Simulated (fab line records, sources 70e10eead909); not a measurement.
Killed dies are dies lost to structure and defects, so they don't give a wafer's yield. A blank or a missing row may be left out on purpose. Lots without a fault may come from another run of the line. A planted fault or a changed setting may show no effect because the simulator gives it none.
Which tool did it? | flow nand_harc | 14 lots, 42 wafers sampled, at 5 steps of a route of 1159

WHAT THE GAUGES READ, wafer by wafer
NHARC_A_ONON_D1_THK_MEAS_14: measures by ellipsometry. Usual: thk_nm 999 nm, standard deviation 9.1.
lot  | measured     | on            | thk_nm (nm)    | flag
L743 | day 8 04:32  | film_metro-01 | 1002 1005 1002 |
L744 | day 8 04:38  | film_metro-01 | 980 981 981    |
L745 | day 8 04:34  | film_metro-01 | 987 987 986    |
L748 | day 8 14:24  | film_metro-01 | 995 995 995    |
L751 | day 9 07:07  | film_metro-01 | 992 990 993    |
L752 | day 9 19:46  | film_metro-02 | 1023 1024 1023 |
L755 | day 11 00:13 | film_metro-01 | 1006 1006 1007 |
L756 | day 11 00:07 | film_metro-01 | 993 993 995    |
L759 | day 11 23:43 | film_metro-01 | 1005 1006 1005 |
L760 | day 11 23:28 | film_metro-01 | 996 994 995    |
L762 | day 11 23:49 | film_metro-01 | 988 988 987    |
L763 | day 12 22:05 | film_metro-01 | 997 999 999    |
L764 | day 12 22:05 | film_metro-01 | 996 995 996    |
L765 | day 13 05:31 | film_metro-02 | 995 996 995    |

NHARC_A_ONON_D1_THK_MEAS_30: measures by ellipsometry. Usual: thk_nm 999 nm, standard deviation 9.7.
lot  | measured     | on            | thk_nm (nm)    | flag
L743 | day 8 14:10  | film_metro-01 | 1006 1008 1008 |
L744 | day 8 14:16  | film_metro-02 | 986 986 985    |
L745 | day 8 14:03  | film_metro-02 | 1011 1010 1009 |
L748 | day 9 00:23  | film_metro-01 | 998 998 996    |
L751 | day 9 16:29  | film_metro-02 | 981 981 982    |
L752 | day 10 07:29 | film_metro-02 | 998 997 997    |
L755 | day 11 11:30 | film_metro-02 | 988 991 988    |
L756 | day 11 11:17 | film_metro-01 | 1008 1008 1007 |
L759 | day 12 10:15 | film_metro-02 | 1009 1010 1010 |
L760 | day 12 10:28 | film_metro-01 | 997 995 996    |
L762 | day 12 10:07 | film_metro-02 | 1010 1009 1008 |
L763 | day 13 08:10 | film_metro-01 | 999 997 998    |
L764 | day 13 08:07 | film_metro-02 | 977 979 977    |
L765 | day 13 18:16 | film_metro-02 | 1000 1002 1002 |

NHARC_END_SORT_01. Usual: killed_at_array 28, standard deviation 8.6; killed_at_other 0.7, standard deviation 1.2; killed_at_periphery 3.1, standard deviation 2.3; killed_dies 32, standard deviation 8.7; killed_open 3.2, standard deviation 1.7; killed_short 2.0, standard deviation 1.5.
lot  | measured     | on        | killed_at_array | killed_at_other | killed_at_periphery | killed_dies | killed_open | killed_short | flag
L752 | day 21 13:43 | prober-01 | 677 674 675     | 0 0 0           | 0 3 2               | 677 677 677 | 2 4 7       | 0 2 2        | OFF
L755 | day 23 06:03 | prober-02 | 676             | 0               | 1                   | 677         | 5           | 6            | OFF

WHICH TOOL RAN EACH LOT (tool, then ch and the chambers of the sampled wafers, then the start)
lot  | NHARC_A_ZERO_WELL_RTA_16         | NHARC_A_CHANNEL_HOLE_D1_DEP_00
L743 | rtp_anneal-02 ch 0, day 7 01:41  | acl_dep-01 ch 0, day 8 14:47
L744 | rtp_anneal-01 ch 0, day 7 02:25  | acl_dep-03 ch 0, day 8 15:03
L745 | rtp_anneal-01 ch 0, day 7 07:22  | acl_dep-02 ch 0, day 8 14:39
L748 | rtp_anneal-02 ch 0, day 7 16:21  | acl_dep-01 ch 0, day 9 02:14
L751 | rtp_anneal-02 ch 0, day 8 08:04  | acl_dep-02 ch 0, day 9 18:17
L752 | rtp_anneal-02 ch 0, day 8 19:48  | acl_dep-02 ch 0, day 10 09:39 and acl_dep-01 ch 0, day 10 12:13
L755 | rtp_anneal-01 ch 0, day 9 22:05  | acl_dep-03 ch 0, day 11 14:33
L756 | rtp_anneal-01 ch 0, day 9 22:50  | acl_dep-03 ch 0, day 11 12:40
L759 | rtp_anneal-01 ch 0, day 10 22:29 | acl_dep-01 ch 0, day 12 11:18
L760 | rtp_anneal-01 ch 0, day 10 23:34 | acl_dep-02 ch 0, day 12 12:37
L762 | rtp_anneal-02 ch 0, day 11 01:12 | acl_dep-02 ch 0, day 12 11:40
L763 | rtp_anneal-01 ch 0, day 11 22:23 | acl_dep-02 ch 0, day 13 12:08
L764 | rtp_anneal-01 ch 0, day 11 22:46 | acl_dep-03 ch 0, day 13 09:49
L765 | rtp_anneal-02 ch 0, day 12 06:10 | acl_dep-03 ch 0, day 13 21:49
- NHARC_A_ZERO_WELL_RTA_16: time 10 s.
- NHARC_A_CHANNEL_HOLE_D1_DEP_00: deposits aC, target thk 3100 nm.

WHAT THE TOOLS THEMSELVES READ (means of the sampled wafers that have a number; where no wafer has one, the mark that the record gives instead)
NHARC_A_ZERO_WELL_RTA_16. Usual: anneal_temp_c_max 1004.8, standard deviation 1.8; lamp_power_pct 29.8 %, standard deviation 2.3; lamp_zone_2_pct 29.8 %, standard deviation 2.3; wafer_temp_C_max 1006.3, standard deviation 2.
lot  | tool          | anneal_temp_c_max | lamp_power_pct (%) | lamp_zone_2_pct (%) | wafer_temp_C_max | flag
L743 | rtp_anneal-02 | 1005.9            | 32.5               | 32.5                | 1003.4           |
L744 | rtp_anneal-01 | 1003.2            | 27.9               | 27.9                | 1008.5           |
L745 | rtp_anneal-01 | 1003.0            | 27.9               | 27.9                | 1007.5           |
L748 | rtp_anneal-02 | 1004.8            | 32.5               | 32.5                | 1004.3           |
L751 | rtp_anneal-02 | 1007.8            | 32.4               | 32.5                | 1005.2           |
L752 | rtp_anneal-02 | 1007.5            | 32.5               | 32.5                | 1004.6           |
L755 | rtp_anneal-01 | 1004.1            | 27.9               | 27.9                | 1007.0           |
L756 | rtp_anneal-01 | 1003.2            | 27.9               | 27.9                | 1008.2           |
L759 | rtp_anneal-01 | 1003.4            | 27.9               | 27.9                | 1008.7           |
L760 | rtp_anneal-01 | 1003.9            | 27.9               | 27.9                | 1006.8           |
L762 | rtp_anneal-02 | 1006.7            | 32.5               | 32.5                | 1004.0           |
L763 | rtp_anneal-01 | 1004.4            | 27.9               | 27.9                | 1008.0           |
L764 | rtp_anneal-01 | 1003.0            | 27.9               | 27.9                | 1008.2           |
L765 | rtp_anneal-02 | 1006.5            | 32.5               | 32.5                | 1004.1           |

NHARC_A_CHANNEL_HOLE_D1_DEP_00. Usual: throttle_valve_pct 35.001 %, standard deviation 0.0092.
lot  | tool                  | throttle_valve_pct (%) | flag
L743 | acl_dep-01            | 35.009                 |
L744 | acl_dep-03            | 34.998                 |
L745 | acl_dep-02            | 34.995                 |
L748 | acl_dep-01            | 35.004                 |
L751 | acl_dep-02            | 35.010                 |
L752 | acl_dep-02/acl_dep-01 | 34.998                 |
L755 | acl_dep-03            | 35.005                 |
L756 | acl_dep-03            | 34.991                 |
L759 | acl_dep-01            | 35.017                 |
L760 | acl_dep-02            | 35.006                 |
L762 | acl_dep-02            | 35.008                 |
L763 | acl_dep-02            | 34.993                 |
L764 | acl_dep-03            | 34.997                 |
L765 | acl_dep-03            | 34.998                 |

THE ANSWER, worked out from the rows above alone
Rule: a lot is off if the mean of its wafers that have a number lies more than 3 standard deviations from the usual mean. A lot without any number at a reading at which 4 lots or more have one is off too. The other lots that the step has rows for count as sound. The gauges are gone through in route order, then the tools' own readings, and for those a lot's mean is taken as printed above. The first step at which some lot is off is used, and at that step the reading that is off furthest; a lot without a number counts as furthest.
Off: L752, L755, at NHARC_END_SORT_01 (killed_at_array). Neither off nor sound, because the step has no rows for them: L743, L744, L745, L748, L751, L756, L759, L760, L762, L763, L764, L765.
A tool fits if, at a process step before that reading, it ran every lot that is off, and no sound lot after the first of them. The gauges at NHARC_END_SORT_01 are tried like those tools. None of those tried fits.

WHAT THE SIMULATOR HAD PUT IN
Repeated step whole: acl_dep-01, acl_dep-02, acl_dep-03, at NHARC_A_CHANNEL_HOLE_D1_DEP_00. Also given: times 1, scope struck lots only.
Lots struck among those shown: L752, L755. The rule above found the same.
